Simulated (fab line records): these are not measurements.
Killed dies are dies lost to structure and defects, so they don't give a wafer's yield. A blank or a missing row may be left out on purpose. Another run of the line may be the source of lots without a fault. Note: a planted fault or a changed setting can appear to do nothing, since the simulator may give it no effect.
A struck lot beside a sound one	flow n5 finfet	31 steps out of a route of 1938
Sound: the wafers L280.1, L280.4, L280.5. Struck: wafer L273.1. (L273.5 of the same lot was not struck and is left out.) The cause comes at the end.
For every step that has rows: the tool of each side, followed by ch and its chambers, followed by its first start. Under that, the readings that differ: sound wafers	struck wafers	difference of the means	sigmas: that difference in standard deviations of wafers without a fault.
alike: same words and numbers on both sides, and readings whose means sit less than 2 such deviations apart. not compared: any withheld reading, any reading some wafer has no value for, any bound like >300 that may hide the same value, and any number with overlapping values for which the record gives no deviation.
A row with sigmas, a row that says differs or no value, or rows on one side alone: a step with any of these is where the two part. Numbers that have no deviation but don't overlap get no sigmas and don't part them. Lack of a reading on every wafer of one side parts them only where that side has two or more wafers.

first, 8 steps without rows for these wafers: N5_ILD0_LINER_00 (material SiNx, target thk 4 nm, pulse time 1 s, purge time 2 s); N5_ILD0_FCVD_FILL_01 (material SiO2 flowable, target thk 200 nm, time 328.3 s); N5_ILD0_CURE_02 (time 1800 s); N5_ILD0_CMP_03 (polishes, stops on SiNx, t overpolish 1.9 s, target thk 197.38 nm); N5_ILD0_CMP_07 (polishes SiO2 flowable, stops on poly-Si, t overpolish 1.18 s, target thk 138.88 nm); N5_ILD0_PRECLEAN_10 (cleans in NF3:NH3, afs cycles 5, time 20 s, sublimation time 60 s); N5_ILD0_ALD_15 (deposits SiNx, target thk 24 nm, pulse time 1 s, ald cycles 480); N5_ILD0_CMP_12 (polishes SiNx, stops on poly-Si, t overpolish 6 s, target thk 17.67 nm).
N5_SDB_HM_DEP_00: deposits SiNx from SiH4/NH3/N2, target thk 40 nm, time 35.3 s.
  sound on pecvd-01 ch 0,2, day 9 12:12; struck on pecvd-04 ch 0, day 7 15:37
reading	sound	struck	difference	sigmas
model.SiNx_of_SDB_HM_DEP_00.thk nm (nm)	39.8 40.4 40	28.6	-11.5	
  alike: heater power w, showerhead plenum p Torr, showerhead vpp V, throttle valve pct
then, 13 steps without rows for these wafers: N5_SDB_COAT_03 (time 60 s, resist thk 100 nm); N5_SDB_COAT_04 (time 60 s, resist thk 18 nm); N5_SDB_COAT_05 (resist thk 90 nm); N5_SDB_EBR_07; N5_SDB_SOFTBAKE_06 (time 60 s); N5_SDB_EXPOSE_08 (exposes mask SDB); N5_SDB_PEB_09 (peb time 60 s); N5_SDB_DEVELOP_10 (develop time 30 s); N5_SDB_DESCUM_16 (chemistry O2, time 7.9 s); N5_SDB_ETCH_17 (etches SiARC in CF4, target depth 23.4 nm, time 39 s); N5_SDB_ETCH_18 (etches SOC in N2/H2, target depth 100 nm, overetch 20 nm, time 150 s); N5_SDB_STRIP_19 (strips in N2/H2); N5_SDB_STRIP_21 (strips in CF4).
N5_SDB_HM_OPEN_20: chemistry CH3F/O2, target SiNx, stops on poly-Si, target depth 24 nm.
  sound on rie diel-05 ch 0,1,2, day 9 12:51; struck on rie diel-05 ch 2, day 7 16:28
reading	sound	struck	difference	sigmas
oes product au (a.u.)	0.68 0.70 0.58	0.52	-0.13	-2
model.etch.depth nm (nm)	23.75 24.31 23.96	12.51	-11.50	
  alike: CH3F_flow_sccm, drypump motor current A, oes_o_777_au, rf vpp V, showerhead plenum p Torr, throttle valve pct
  not compared: rf hours counter h
then, 5 steps without rows for these wafers: N5_SDB_STRIP_22 (strips in N2/H2); N5_SDB_PRECLEAN_23 (cleans in dHF, time 30 s); N5_SDB_DUMMY_REMOVE_24 (chemistry TMAH, target poly-Si, stops on SiO2, target depth 142 nm, time 57 s, rinse time 30 s); N5_SDB_ETCH_25 (etches SiO2 in C4F6/O2, target depth 10 nm, time 3.3 s); N5_SDB_CUT_ETCH_26 (etches Si in HBr/Cl2/O2, target depth 129.6 nm, bt time 20 s, time 51.8 s).
N5_SDB_PRECLEAN_38: cleans in dHF, time 10 s.
  sound on wet bench-02 ch 2,3,4, day 9 13:21; struck on wet bench-05 ch 3, day 7 16:59
reading	sound	struck	difference	sigmas
model.SiNx_of_SDB_HM_DEP_00.thk nm (nm)	22.2 22.2 22.2	10.2	-12.0	
then, 1 step without rows for these wafers: N5_SDB_PRECLEAN_39 (cleans in O3/DIW, time 45 s).
-- the record jumps here: 8 days lie between the struck wafers' starts before and after (it left off in module SDB and takes up again in module PASSIVATION, whose first step shown is number 1936 of the route) --
N5_PASSIVATION_PROBE_49:
  rows exist in the record for the struck wafers here (prober-01, day 15 22:34), but not for the sound ones

== WHERE THEY PART ==
Last at N5_PASSIVATION_PROBE_49 as far as this record goes, first at N5_SDB_HM_OPEN_20.

WHY: what had been put in by the simulator
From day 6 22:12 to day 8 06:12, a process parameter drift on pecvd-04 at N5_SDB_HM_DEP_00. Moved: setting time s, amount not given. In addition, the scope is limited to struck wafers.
